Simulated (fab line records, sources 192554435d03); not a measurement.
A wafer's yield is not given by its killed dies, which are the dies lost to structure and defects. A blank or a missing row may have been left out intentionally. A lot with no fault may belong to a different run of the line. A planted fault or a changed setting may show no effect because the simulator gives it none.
Split-lot trial	flow n5Finfet	route with 1938 steps; 7 lots, 21 wafers read

SPLIT DETAILS
At N5_BEOL_M0_CUTY_EXPOSE_54 (exposes mask M0 ABLK), the setting doseMj was moved away from the recipe's 36 on 8 of the 21 wafers read, by -7.3% to +4.6%. For the rest of the wafers, this setting stayed at what the recipe calls for.

FROM THE SPLIT TO THE READING: what the file shows between them, 2 steps
- N5_BEOL_M0_CUTY_PEB_55: peb time 60 s
- N5_BEOL_M0_CUTY_DEVELOP_56: develop time 30 s

THE READING
Shown in nm: cdNm at N5_BEOL_M0_CUTY_CD_MEAS_57, with target cd 200 nm. A value of 199.6 nm with a standard deviation of 0.98 nm is what fault-free wafers of this fab line usually give.

wafer	tool, chamber at the split	doseMj as run	against the recipe	cdNm, nm	against lot-mates on the recipe
L074.2	arfiScanner-03, 0	37.65	+4.6%	198.3	-2.9
L074.3	arfiScanner-03, 0	36	recipe	201.7	-
L074.6	arfiScanner-03, 0	36	recipe	200.7	-
L076.1	arfiScanner-01, 0	34.79	-3.4%	201.7	+1.2
L076.3	arfiScanner-01, 0	34.79	-3.4%	201.9	+1.4
L076.5	arfiScanner-01, 0	36	recipe	200.5	-
L077.1	arfiScanner-03, 0	36	recipe	200.7	-
L077.3	arfiScanner-03, 0	36	recipe	200.7	-
L077.5	arfiScanner-03, 0	36	recipe	201.5	-
L087.3	arfiScanner-01, 0	36	recipe	199.8	-
L087.4	arfiScanner-01, 0	36	recipe	199.0	-
L087.6	arfiScanner-01, 0	36	recipe	198.8	-
L089.2	arfiScanner-02, 0	36	recipe	199.8	-
L089.4	arfiScanner-02, 0	33.37	-7.3%	204.9	+5.4
L089.6	arfiScanner-02, 0	36	recipe	199.2	-
L090.2	arfiScanner-01, 0	36	recipe	199.0	-
L090.4	arfiScanner-01, 0	37.16	+3.2%	197.3	-1.7
L090.5	arfiScanner-01, 0	37.16	+3.2%	198.7	-0.3
L091.1	arfiScanner-02, 0	34.03	-5.5%	202.3	+2.9
L091.2	arfiScanner-02, 0	34.03	-5.5%	202.8	+3.4
L091.3	arfiScanner-02, 0	36	recipe	199.4	-

THE FIT
A straight line over all 21 wafers: cdNm changes by -0.539 nm for each +1% of doseMj; r = -0.88; the points scatter about the line by 0.87 nm.
The same after taking each lot's own level away (the mean of its wafers on the recipe; 21 wafers): -0.571 nm for each +1%; r = -0.95; scatter 0.58 nm.
According to that fit, moving doseMj by its largest amount changes the reading by 4.2 nm.
Across the lots, their own levels run from 199.00 to 201.20 nm, a range of 2.2 times the standard deviation given above.
So the lot-to-lot level changes the slope little: the two slopes agree.
Check: for one of the wafers moved furthest among these (-7.3%), held out of the fit, the line's prediction against its lot-mates is +3.72 nm. It came out at +5.4 nm against them.

THE OTHER SPLITS THESE WAFERS WENT THROUGH
Before the reading, these wafers also passed through other splits. Each is held against what the fit with the lots' levels taken away leaves over:
other split on the same wafers	wafers away from the commonest value	r with cdNm (lot level and that fit taken away)
N5_MOL_CONTACT_COAG_COAT_103 spinRpm	9	-0.02
N5_MOL_CONTACT_COAG_PECVD_31 tempC	7	+0.03
N5_MOL_CONTACT_COAG_ETCH_67 sourceW	3	-0.41
N5_BEOL_M0_CUTY_COAT_51 spinRpm	7	+0.22

THE WHOLE CHAIN: every reading that the file lists as answering this split, in the file's order
step	what it does	reading	change (the file's fit)	r (the file's)
N5_BEOL_M0_CUTY_CD_MEAS_57	target cd 200 nm	cdNm	-0.62 nm for each +1% of the setting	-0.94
N5_BEOL_M0_CUTY_ETCH_62	etches SiARC in CF4, time 58.5 s	BEOL_M0_CUTY.cdOffsetNm (the simulator's own value, which no gauge read)	-0.57 nm for each +1% of the setting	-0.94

THE FILE'S OWN FIT
cdNm changes by -0.62 nm for each +1% of doseMj, r = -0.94.
